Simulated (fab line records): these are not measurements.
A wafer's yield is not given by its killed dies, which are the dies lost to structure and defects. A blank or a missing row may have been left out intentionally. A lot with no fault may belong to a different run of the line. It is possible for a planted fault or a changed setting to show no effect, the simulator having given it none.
Which of the tools did it? :: flow n5_finfet :: Sampling: 9 lots, 23 wafers, 7 of 1938 route steps

== WHAT THE GAUGES SHOWED, per wafer ==
N5_BEOL_M0_SAQP_THK_MEAS_05. Usual: thk_nm reads 59.9 nm (standard deviation 0.79).
lot: L989
measured: day 6 10:03
on: film_metro-02
thk_nm (nm): 59.2 59.2 59.4
flag: 

lot: L998
measured: day 8 07:44
on: film_metro-02
thk_nm (nm): 58.7 59.8 59.4
flag: 

lot: L100
measured: day 8 15:26
on: film_metro-01
thk_nm (nm): 58.7 60.9 60.1
flag: 

lot: L101
measured: day 8 23:03
on: film_metro-02
thk_nm (nm): 58.9 59.6 58.2
flag: 

lot: L103
measured: day 9 04:11
on: film_metro-01
thk_nm (nm): 60.2 61.1 60.6
flag: 

lot: L104
measured: day 9 09:52
on: film_metro-01
thk_nm (nm): 59.7 59.6
flag: 

lot: L108
measured: day 10 17:27
on: film_metro-01
thk_nm (nm): 59.5 36.2
flag: OFF

lot: L109
measured: day 10 22:01
on: film_metro-01
thk_nm (nm): 58.7 35.5
flag: OFF

lot: L110
measured: day 11 15:04
on: film_metro-02
thk_nm (nm): 35.6 60.0
flag: OFF

N5_BEOL_M4_RC_MEAS_101. Usual: DIBL_N 36.0 mV/V, standard deviation 1.7; DIBL_P 36.2 mV/V, standard deviation 2.3; IOFF_N 0.16 nA/um, standard deviation 0.03; IOFF_P 0.21 nA/um, standard deviation 0.036; ION_N 679 uA/um, standard deviation 11; ION_P 465 uA/um, standard deviation 7.1; SS_N 71.4 mV/dec, standard deviation 0.58; SS_P 73.3 mV/dec, standard deviation 0.75; VT_N 249 mV, standard deviation 3.1; VT_P -251 mV, standard deviation 3.5.
lot: L989
measured: day 8 21:14
on: prober-01
DIBL_N (mV/V): 33.9 32.7 35.4
DIBL_P (mV/V): 33.3 31.5 35.5
IOFF_N (nA/um): 0.14 0.12 0.15
IOFF_P (nA/um): 0.19 0.17 0.21
ION_N (uA/um): 673 665 683
ION_P (uA/um): 461 459 467
SS_N (mV/dec): 71.0 70.9 70.4
SS_P (mV/dec): 73.1 72.2 72.8
VT_N (mV): 248 252 249
VT_P (mV): -250 -253 -249
flag: 

lot: L998
measured: day 11 11:17
on: prober-02
DIBL_N (mV/V): 36.8 38.4 36.1
DIBL_P (mV/V): 38.0 40.1 37.2
IOFF_N (nA/um): 0.16 0.21 0.16
IOFF_P (nA/um): 0.26 0.29 0.24
ION_N (uA/um): 673 687 685
ION_P (uA/um): 465 475 473
SS_N (mV/dec): 72.1 72.0 70.6
SS_P (mV/dec): 73.9 74.0 72.9
VT_N (mV): 251 247 247
VT_P (mV): -247 -244 -249
flag: 

lot: L100
measured: day 11 11:38
on: prober-01
DIBL_N (mV/V): 35.9 36.5 36.0
DIBL_P (mV/V): 35.8 36.3 35.3
IOFF_N (nA/um): 0.15 0.14 0.14
IOFF_P (nA/um): 0.22 0.21 0.21
ION_N (uA/um): 681 679 677
ION_P (uA/um): 470 469 469
SS_N (mV/dec): 71.1 71.9 71.3
SS_P (mV/dec): 73.0 73.3 73.0
VT_N (mV): 249 252 253
VT_P (mV): -252 -250 -247
flag: 

lot: L101
measured: day 11 16:52
on: prober-02
DIBL_N (mV/V): 35.0 35.4 37.5
DIBL_P (mV/V): 34.6 34.7 37.4
IOFF_N (nA/um): 0.13 0.14 0.17
IOFF_P (nA/um): 0.23 0.22 0.26
ION_N (uA/um): 676 680 680
ION_P (uA/um): 477 474 472
SS_N (mV/dec): 70.9 70.7 71.7
SS_P (mV/dec): 72.0 72.6 73.8
VT_N (mV): 248 250 249
VT_P (mV): -246 -246 -244
flag: 

lot: L103
measured: day 11 19:26
on: prober-01
DIBL_N (mV/V): 33.6 35.7 35.5
DIBL_P (mV/V): 34.0 35.9 35.8
IOFF_N (nA/um): 0.16 0.18 0.18
IOFF_P (nA/um): 0.19 0.20 0.21
ION_N (uA/um): 687 697 695
ION_P (uA/um): 461 464 463
SS_N (mV/dec): 71.4 71.6 71.7
SS_P (mV/dec): 73.0 73.0 73.6
VT_N (mV): 249 247 246
VT_P (mV): -254 -250 -250
flag: 

lot: L104
measured: day 12 07:04
on: prober-02
DIBL_N (mV/V): 38.0 36.3
DIBL_P (mV/V): 38.0 36.3
IOFF_N (nA/um): 0.19 0.15
IOFF_P (nA/um): 0.21 0.19
ION_N (uA/um): 692 671
ION_P (uA/um): 463 458
SS_N (mV/dec): 71.9 71.0
SS_P (mV/dec): 74.0 74.1
VT_N (mV): 247 254
VT_P (mV): -252 -255
flag: 

lot: L108
measured: day 13 18:41
on: prober-02
DIBL_N (mV/V): 36.4 37.2
DIBL_P (mV/V): 37.7 38.2
IOFF_N (nA/um): 0.16 0.18
IOFF_P (nA/um): 0.22 0.23
ION_N (uA/um): 681 680
ION_P (uA/um): 469 464
SS_N (mV/dec): 71.8 71.8
SS_P (mV/dec): 73.6 74.4
VT_N (mV): 249 249
VT_P (mV): -251 -252
flag: 

lot: L109
measured: day 14 01:46
on: prober-01
DIBL_N (mV/V): 37.9 37.8
DIBL_P (mV/V): 36.6 37.1
IOFF_N (nA/um): 0.17 0.19
IOFF_P (nA/um): 0.21 0.22
ION_N (uA/um): 691 703
ION_P (uA/um): 463 470
SS_N (mV/dec): 71.6 71.1
SS_P (mV/dec): 73.4 73.7
VT_N (mV): 248 245
VT_P (mV): -250 -249
flag: 

lot: L110
measured: day 14 09:10
on: prober-02
DIBL_N (mV/V): 34.0 40.8
DIBL_P (mV/V): 35.8 43.6
IOFF_N (nA/um): 0.13 0.28
IOFF_P (nA/um): 0.17 0.32
ION_N (uA/um): 665 701
ION_P (uA/um): 456 481
SS_N (mV/dec): 70.7 72.3
SS_P (mV/dec): 72.6 74.5
VT_N (mV): 254 241
VT_P (mV): -252 -247
flag: 

== TOOL THAT RAN EACH LOT (tool first, then ch and the chambers of the sampled wafers, then the start) ==
lot: L989
N5_MOL_CONTACT_COAG_VIA_ETCH_117: rie_diel-01 ch 3, day 5 07:39
N5_MOL_CONTACT_COAG_ETCH_124: rie_diel-01 ch 3, day 5 07:42
N5_BEOL_M0_SAQP_PECVD_04: pecvd-01 ch 0,2, day 6 09:58
N5_BEOL_M0_SAQP_DESCUM_19: rie_diel-03 ch 1,3, day 6 10:58
N5_BEOL_M0_SAQP_MANDREL_ETCH_20: rie_si-01 ch 0,2,3, day 6 11:14

lot: L998
N5_MOL_CONTACT_COAG_VIA_ETCH_117: rie_diel-06 ch 0,2, day 8 02:19
N5_MOL_CONTACT_COAG_ETCH_124: rie_diel-06 ch 0,2, day 8 02:20
N5_BEOL_M0_SAQP_PECVD_04: pecvd-04 ch 1,2, day 8 07:38
N5_BEOL_M0_SAQP_DESCUM_19: rie_diel-04 ch 0,1, day 8 08:40
N5_BEOL_M0_SAQP_MANDREL_ETCH_20: rie_si-01 ch 0,1,2, day 8 08:57

lot: L100
N5_MOL_CONTACT_COAG_VIA_ETCH_117: rie_diel-06 ch 1,2, day 8 06:58
N5_MOL_CONTACT_COAG_ETCH_124: rie_diel-06 ch 1,2, day 8 06:59
N5_BEOL_M0_SAQP_PECVD_04: pecvd-04 ch 0,2, day 8 15:19
N5_BEOL_M0_SAQP_DESCUM_19: rie_diel-02 ch 2,3, day 8 16:07
N5_BEOL_M0_SAQP_MANDREL_ETCH_20: rie_si-02 ch 0,1,2, day 8 16:23

lot: L101
N5_MOL_CONTACT_COAG_VIA_ETCH_117: rie_diel-05 ch 1,2,3, day 8 14:05
N5_MOL_CONTACT_COAG_ETCH_124: rie_diel-05 ch 1,2,3, day 8 14:07
N5_BEOL_M0_SAQP_PECVD_04: pecvd-01 ch 0,1,2, day 8 22:58
N5_BEOL_M0_SAQP_DESCUM_19: rie_diel-02 ch 1,2,3, day 8 23:31
N5_BEOL_M0_SAQP_MANDREL_ETCH_20: rie_si-02 ch 0,1,2, day 8 23:48

lot: L103
N5_MOL_CONTACT_COAG_VIA_ETCH_117: rie_diel-06 ch 0,3, day 8 22:29
N5_MOL_CONTACT_COAG_ETCH_124: rie_diel-06 ch 0,3, day 8 22:31
N5_BEOL_M0_SAQP_PECVD_04: pecvd-03 ch 0,1,2, day 9 04:06
N5_BEOL_M0_SAQP_DESCUM_19: rie_diel-03 ch 0,3, day 9 04:37
N5_BEOL_M0_SAQP_MANDREL_ETCH_20: rie_si-01 ch 1,2, day 9 04:54

lot: L104
N5_MOL_CONTACT_COAG_VIA_ETCH_117: rie_diel-01 ch 1,3, day 9 04:11
N5_MOL_CONTACT_COAG_ETCH_124: rie_diel-01 ch 1,3, day 9 04:13
N5_BEOL_M0_SAQP_PECVD_04: pecvd-04 ch 0,2, day 9 09:46
N5_BEOL_M0_SAQP_DESCUM_19: rie_diel-03 ch 1,2, day 9 10:19
N5_BEOL_M0_SAQP_MANDREL_ETCH_20: rie_si-04 ch 1,2, day 9 10:35

lot: L108
N5_MOL_CONTACT_COAG_VIA_ETCH_117: rie_diel-05 ch 1,3, day 10 12:25
N5_MOL_CONTACT_COAG_ETCH_124: rie_diel-05 ch 1,3, day 10 12:26
N5_BEOL_M0_SAQP_PECVD_04: pecvd-04 ch 0,2, day 10 17:21
N5_BEOL_M0_SAQP_DESCUM_19: rie_diel-03 ch 1,2, day 10 18:23
N5_BEOL_M0_SAQP_MANDREL_ETCH_20: rie_si-02 ch 0,2, day 10 18:40

lot: L109
N5_MOL_CONTACT_COAG_VIA_ETCH_117: rie_diel-06 ch 0,2, day 10 16:25
N5_MOL_CONTACT_COAG_ETCH_124: rie_diel-06 ch 0,2, day 10 16:26
N5_BEOL_M0_SAQP_PECVD_04: pecvd-04 ch 2, day 10 21:55
N5_BEOL_M0_SAQP_DESCUM_19: rie_diel-02 ch 2, day 10 22:35
N5_BEOL_M0_SAQP_MANDREL_ETCH_20: rie_si-01 ch 1, day 10 22:52

lot: L110
N5_MOL_CONTACT_COAG_VIA_ETCH_117: rie_diel-01 ch 2,3, day 11 03:56
N5_MOL_CONTACT_COAG_ETCH_124: rie_diel-01 ch 2,3, day 11 03:58
N5_BEOL_M0_SAQP_PECVD_04: pecvd-04 ch 1,2, day 11 14:58
N5_BEOL_M0_SAQP_DESCUM_19: rie_diel-03 ch 2,3, day 11 16:09
N5_BEOL_M0_SAQP_MANDREL_ETCH_20: rie_si-01 ch 0,3, day 11 16:25
- N5_MOL_CONTACT_COAG_VIA_ETCH_117: etches SiO2 in C4F6/O2, target depth 40 nm, overetch 8 nm, time 26 s.
- N5_MOL_CONTACT_COAG_ETCH_124: etches SiNx in CH3F/O2, stops on SiOC, target depth 6.5 nm.
- N5_BEOL_M0_SAQP_PECVD_04: deposits a-Si from SiH4/He, target thk 60 nm, time 60.2 s.
- N5_BEOL_M0_SAQP_DESCUM_19: chemistry O2, time 7.9 s.
- N5_BEOL_M0_SAQP_MANDREL_ETCH_20: etches a-Si in HBr/Cl2, stops on SiNx, target depth 60 nm, bt time 10 s, time 30 s.

== WHAT THE TOOLS THEMSELVES READ (means of the sampled wafers that have a number; where no wafer has one, the mark that the record gives instead) ==
N5_MOL_CONTACT_COAG_VIA_ETCH_117. Usual: drypump_motor_current_A 5.6 A (standard deviation 0.4); oes_ar_750_au 0.82 a.u. (standard deviation 0.092); oes_o_777_au 0.83 a.u. (standard deviation 0.1); oes_product_au 0.73 a.u. (standard deviation 0.076); rf_vpp_V 1588 V (standard deviation 29); showerhead_plenum_p_Torr 2.86 Torr (standard deviation 0.073); throttle_valve_pct 41.2 % (standard deviation 0.33).
lot: L989
tool: rie_diel-01
drypump_motor_current_A (A): 5.6
oes_ar_750_au (a.u.): 0.70
oes_o_777_au (a.u.): 0.70
oes_product_au (a.u.): 0.63
rf_vpp_V (V): 1604
showerhead_plenum_p_Torr (Torr): 2.94
throttle_valve_pct (%): 41.2
flag: 

lot: L998
tool: rie_diel-06
drypump_motor_current_A (A): 5.3
oes_ar_750_au (a.u.): 0.82
oes_o_777_au (a.u.): 0.83
oes_product_au (a.u.): 0.73
rf_vpp_V (V): 1600
showerhead_plenum_p_Torr (Torr): 2.93
throttle_valve_pct (%): 40.9
flag: 

lot: L100
tool: rie_diel-06
drypump_motor_current_A (A): 5.6
oes_ar_750_au (a.u.): 0.81
oes_o_777_au (a.u.): 0.81
oes_product_au (a.u.): 0.73
rf_vpp_V (V): 1594
showerhead_plenum_p_Torr (Torr): 2.88
throttle_valve_pct (%): 40.9
flag: 

lot: L101
tool: rie_diel-05
drypump_motor_current_A (A): 6.0
oes_ar_750_au (a.u.): 0.82
oes_o_777_au (a.u.): 0.82
oes_product_au (a.u.): 0.72
rf_vpp_V (V): 1600
showerhead_plenum_p_Torr (Torr): 2.81
throttle_valve_pct (%): 41.1
flag: 

lot: L103
tool: rie_diel-06
drypump_motor_current_A (A): 5.3
oes_ar_750_au (a.u.): 0.83
oes_o_777_au (a.u.): 0.83
oes_product_au (a.u.): 0.73
rf_vpp_V (V): 1594
showerhead_plenum_p_Torr (Torr): 2.86
throttle_valve_pct (%): 41.6
flag: 

lot: L104
tool: rie_diel-01
drypump_motor_current_A (A): 5.8
oes_ar_750_au (a.u.): 0.76
oes_o_777_au (a.u.): 0.76
oes_product_au (a.u.): 0.67
rf_vpp_V (V): 1591
showerhead_plenum_p_Torr (Torr): 2.90
throttle_valve_pct (%): 41.5
flag: 

lot: L108
tool: rie_diel-05
drypump_motor_current_A (A): 6.1
oes_ar_750_au (a.u.): 0.89
oes_o_777_au (a.u.): 0.88
oes_product_au (a.u.): 0.80
rf_vpp_V (V): 1595
showerhead_plenum_p_Torr (Torr): 2.82
throttle_valve_pct (%): 41.2
flag: 

lot: L109
tool: rie_diel-06
drypump_motor_current_A (A): 5.3
oes_ar_750_au (a.u.): 0.78
oes_o_777_au (a.u.): 0.78
oes_product_au (a.u.): 0.71
rf_vpp_V (V): 1594
showerhead_plenum_p_Torr (Torr): 2.89
throttle_valve_pct (%): 41.0
flag: 

lot: L110
tool: rie_diel-01
drypump_motor_current_A (A): 5.2
oes_ar_750_au (a.u.): 0.78
oes_o_777_au (a.u.): 0.80
oes_product_au (a.u.): 0.70
rf_vpp_V (V): 1617
showerhead_plenum_p_Torr (Torr): 2.90
throttle_valve_pct (%): 41.1
flag: 

N5_MOL_CONTACT_COAG_ETCH_124. Usual: drypump_motor_current_A 5.6 A (standard deviation 0.4); oes_ar_750_au 0.81 a.u. (standard deviation 0.09); oes_o_777_au 0.82 a.u. (standard deviation 0.1); oes_product_au 0.70 a.u. (standard deviation 0.075); rf_vpp_V 298 V (standard deviation 5.8); showerhead_plenum_p_Torr 2.02 Torr (standard deviation 0.054); throttle_valve_pct 16.28 % (standard deviation 0.2).
lot: L989
tool: rie_diel-01
drypump_motor_current_A (A): 5.6
oes_ar_750_au (a.u.): 0.70
oes_o_777_au (a.u.): 0.69
oes_product_au (a.u.): 0.61
rf_vpp_V (V): 302
showerhead_plenum_p_Torr (Torr): 2.07
throttle_valve_pct (%): 16.52
flag: 

lot: L998
tool: rie_diel-06
drypump_motor_current_A (A): 5.3
oes_ar_750_au (a.u.): 0.82
oes_o_777_au (a.u.): 0.82
oes_product_au (a.u.): 0.70
rf_vpp_V (V): 300
showerhead_plenum_p_Torr (Torr): 2.06
throttle_valve_pct (%): 16.17
flag: 

lot: L100
tool: rie_diel-06
drypump_motor_current_A (A): 5.6
oes_ar_750_au (a.u.): 0.81
oes_o_777_au (a.u.): 0.80
oes_product_au (a.u.): 0.70
rf_vpp_V (V): 299
showerhead_plenum_p_Torr (Torr): 2.03
throttle_valve_pct (%): 16.16
flag: 

lot: L101
tool: rie_diel-05
drypump_motor_current_A (A): 6.0
oes_ar_750_au (a.u.): 0.81
oes_o_777_au (a.u.): 0.82
oes_product_au (a.u.): 0.70
rf_vpp_V (V): 300
showerhead_plenum_p_Torr (Torr): 1.97
throttle_valve_pct (%): 16.37
flag: 

lot: L103
tool: rie_diel-06
drypump_motor_current_A (A): 5.2
oes_ar_750_au (a.u.): 0.82
oes_o_777_au (a.u.): 0.83
oes_product_au (a.u.): 0.70
rf_vpp_V (V): 299
showerhead_plenum_p_Torr (Torr): 2.01
throttle_valve_pct (%): 16.37
flag: 

lot: L104
tool: rie_diel-01
drypump_motor_current_A (A): 5.8
oes_ar_750_au (a.u.): 0.76
oes_o_777_au (a.u.): 0.76
oes_product_au (a.u.): 0.64
rf_vpp_V (V): 298
showerhead_plenum_p_Torr (Torr): 2.04
throttle_valve_pct (%): 16.48
flag: 

lot: L108
tool: rie_diel-05
drypump_motor_current_A (A): 6.0
oes_ar_750_au (a.u.): 0.89
oes_o_777_au (a.u.): 0.88
oes_product_au (a.u.): 0.76
rf_vpp_V (V): 300
showerhead_plenum_p_Torr (Torr): 1.99
throttle_valve_pct (%): 16.21
flag: 

lot: L109
tool: rie_diel-06
drypump_motor_current_A (A): 5.3
oes_ar_750_au (a.u.): 0.78
oes_o_777_au (a.u.): 0.78
oes_product_au (a.u.): 0.67
rf_vpp_V (V): 298
showerhead_plenum_p_Torr (Torr): 2.04
throttle_valve_pct (%): 16.29
flag: 

lot: L110
tool: rie_diel-01
drypump_motor_current_A (A): 5.2
oes_ar_750_au (a.u.): 0.78
oes_o_777_au (a.u.): 0.79
oes_product_au (a.u.): 0.67
rf_vpp_V (V): 304
showerhead_plenum_p_Torr (Torr): 2.04
throttle_valve_pct (%): 16.34
flag: 

N5_BEOL_M0_SAQP_PECVD_04. Usual: heater_power_w 628 W, standard deviation 52; showerhead_plenum_p_Torr 5.67 Torr, standard deviation 0.056; susceptor_temp_C 349.97 C, standard deviation 0.23; throttle_valve_pct 18.0 %, standard deviation 1.1.
lot: L989
tool: pecvd-01
heater_power_w (W): 691
showerhead_plenum_p_Torr (Torr): 5.63
susceptor_temp_C (C): 349.84
throttle_valve_pct (%): 18.0
flag: 

lot: L998
tool: pecvd-04
heater_power_w (W): 589
showerhead_plenum_p_Torr (Torr): 5.72
susceptor_temp_C (C): 350.09
throttle_valve_pct (%): 17.3
flag: 

lot: L100
tool: pecvd-04
heater_power_w (W): 620
showerhead_plenum_p_Torr (Torr): 5.69
susceptor_temp_C (C): 349.66
throttle_valve_pct (%): 16.8
flag: 

lot: L101
tool: pecvd-01
heater_power_w (W): 641
showerhead_plenum_p_Torr (Torr): 5.61
susceptor_temp_C (C): 349.91
throttle_valve_pct (%): 18.5
flag: 

lot: L103
tool: pecvd-03
heater_power_w (W): 611
showerhead_plenum_p_Torr (Torr): 5.70
susceptor_temp_C (C): 349.80
throttle_valve_pct (%): 18.3
flag: 

lot: L104
tool: pecvd-04
heater_power_w (W): 628
showerhead_plenum_p_Torr (Torr): 5.67
susceptor_temp_C (C): 350.01
throttle_valve_pct (%): 17.5
flag: 

lot: L108
tool: pecvd-04
heater_power_w (W): 639
showerhead_plenum_p_Torr (Torr): 5.68
susceptor_temp_C (C): 350.03
throttle_valve_pct (%): 17.5
flag: 

lot: L109
tool: pecvd-04
heater_power_w (W): 574
showerhead_plenum_p_Torr (Torr): 5.70
susceptor_temp_C (C): 350.21
throttle_valve_pct (%): 16.2
flag: 

lot: L110
tool: pecvd-04
heater_power_w (W): 560
showerhead_plenum_p_Torr (Torr): 5.72
susceptor_temp_C (C): 349.92
throttle_valve_pct (%): 17.2
flag: 

N5_BEOL_M0_SAQP_DESCUM_19. Usual: drypump_motor_current_A 5.7 A, standard deviation 0.42; oes_product_au 0.79 a.u., standard deviation 0.085; rf_vpp_V 242.9 V, standard deviation 1.5; showerhead_plenum_p_Torr 2.08 Torr, standard deviation 0.078; temp_c 40.00 C, standard deviation 0.11; throttle_valve_pct 20.45 %, standard deviation 0.25.
lot: L989
tool: rie_diel-03
drypump_motor_current_A (A): 6.1
oes_product_au (a.u.): 0.79
rf_vpp_V (V): 245.0
showerhead_plenum_p_Torr (Torr): 2.18
temp_c (C): 39.99
throttle_valve_pct (%): 20.50
flag: 

lot: L998
tool: rie_diel-04
drypump_motor_current_A (A): 6.3
oes_product_au (a.u.): 0.79
rf_vpp_V (V): 241.4
showerhead_plenum_p_Torr (Torr): 1.99
temp_c (C): 40.03
throttle_valve_pct (%): 20.43
flag: 

lot: L100
tool: rie_diel-02
drypump_motor_current_A (A): 5.6
oes_product_au (a.u.): 0.71
rf_vpp_V (V): 242.7
showerhead_plenum_p_Torr (Torr): 2.08
temp_c (C): 39.98
throttle_valve_pct (%): 20.42
flag: 

lot: L101
tool: rie_diel-02
drypump_motor_current_A (A): 5.5
oes_product_au (a.u.): 0.78
rf_vpp_V (V): 242.6
showerhead_plenum_p_Torr (Torr): 2.07
temp_c (C): 39.97
throttle_valve_pct (%): 20.28
flag: 

lot: L103
tool: rie_diel-03
drypump_motor_current_A (A): 6.0
oes_product_au (a.u.): 0.77
rf_vpp_V (V): 244.2
showerhead_plenum_p_Torr (Torr): 2.16
temp_c (C): 40.05
throttle_valve_pct (%): 20.64
flag: 

lot: L104
tool: rie_diel-03
drypump_motor_current_A (A): 5.8
oes_product_au (a.u.): 0.89
rf_vpp_V (V): 243.6
showerhead_plenum_p_Torr (Torr): 2.13
temp_c (C): 40.03
throttle_valve_pct (%): 20.33
flag: 

lot: L108
tool: rie_diel-03
drypump_motor_current_A (A): 5.8
oes_product_au (a.u.): 0.88
rf_vpp_V (V): 244.1
showerhead_plenum_p_Torr (Torr): 2.12
temp_c (C): 39.98
throttle_valve_pct (%): 20.34
flag: 

lot: L109
tool: rie_diel-02
drypump_motor_current_A (A): 5.8
oes_product_au (a.u.): 0.67
rf_vpp_V (V): 243.1
showerhead_plenum_p_Torr (Torr): 2.04
temp_c (C): 39.94
throttle_valve_pct (%): 20.25
flag: 

lot: L110
tool: rie_diel-03
drypump_motor_current_A (A): 6.0
oes_product_au (a.u.): 0.80
rf_vpp_V (V): 244.2
showerhead_plenum_p_Torr (Torr): 2.15
temp_c (C): 39.92
throttle_valve_pct (%): 20.45
flag: 

N5_BEOL_M0_SAQP_MANDREL_ETCH_20. Usual: drypump_motor_current_A 5.9 A, standard deviation 0.42; oes_product_au 0.769 a.u., standard deviation 0.015; throttle_valve_pct 35.4 %, standard deviation 0.3.
lot: L989
tool: rie_si-01
drypump_motor_current_A (A): 6.0
oes_product_au (a.u.): 0.759
throttle_valve_pct (%): 35.8
flag: 

lot: L998
tool: rie_si-01
drypump_motor_current_A (A): 5.6
oes_product_au (a.u.): 0.773
throttle_valve_pct (%): 35.4
flag: 

lot: L100
tool: rie_si-02
drypump_motor_current_A (A): 5.8
oes_product_au (a.u.): 0.776
throttle_valve_pct (%): 35.1
flag: 

lot: L101
tool: rie_si-02
drypump_motor_current_A (A): 5.8
oes_product_au (a.u.): 0.764
throttle_valve_pct (%): 35.1
flag: 

lot: L103
tool: rie_si-01
drypump_motor_current_A (A): 5.9
oes_product_au (a.u.): 0.787
throttle_valve_pct (%): 35.3
flag: 

lot: L104
tool: rie_si-04
drypump_motor_current_A (A): 6.2
oes_product_au (a.u.): 0.762
throttle_valve_pct (%): 35.5
flag: 

lot: L108
tool: rie_si-02
drypump_motor_current_A (A): 5.6
oes_product_au (a.u.): 0.684
throttle_valve_pct (%): 35.4
flag: OFF

lot: L109
tool: rie_si-01
drypump_motor_current_A (A): 5.3
oes_product_au (a.u.): 0.680
throttle_valve_pct (%): 35.5
flag: OFF

lot: L110
tool: rie_si-01
drypump_motor_current_A (A): 6.0
oes_product_au (a.u.): 0.675
throttle_valve_pct (%): 36.0
flag: OFF

== THE ANSWER, worked out from the rows above alone ==
Rule: lot off if the mean of its wafers having a number is beyond 3 standard deviations from the usual mean. Also off: a lot with no number at a reading for which 4 or more lots have one. Any other lot the step has rows for is counted as sound. Order of review: gauges by route order, followed by the tools' own readings, for which a lot's mean as printed above is used. The first step at which some lot is off is used, and at that step the reading that is off furthest; a lot without a number counts as furthest.
Off: L108, L109, L110, at N5_BEOL_M0_SAQP_THK_MEAS_05 (thk_nm).
If a tool, at a process step before that reading, ran all the lots that are off and no sound lot after the first of them, it fits. The gauges at N5_BEOL_M0_SAQP_THK_MEAS_05 aren't tried: what is off there is off at N5_BEOL_M0_SAQP_MANDREL_ETCH_20 too, on other tools, and a gauge's error can't cause that. One candidate fits, namely pecvd-04 at N5_BEOL_M0_SAQP_PECVD_04. A fault onset in the window from L104 (day 9 09:46, its last sound lot) to L108 (day 10 17:21, its first lot off) fits.

== WHAT THE SIMULATOR PUT IN ==
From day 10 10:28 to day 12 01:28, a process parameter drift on pecvd-04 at N5_BEOL_M0_SAQP_PECVD_04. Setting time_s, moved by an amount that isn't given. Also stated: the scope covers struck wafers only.
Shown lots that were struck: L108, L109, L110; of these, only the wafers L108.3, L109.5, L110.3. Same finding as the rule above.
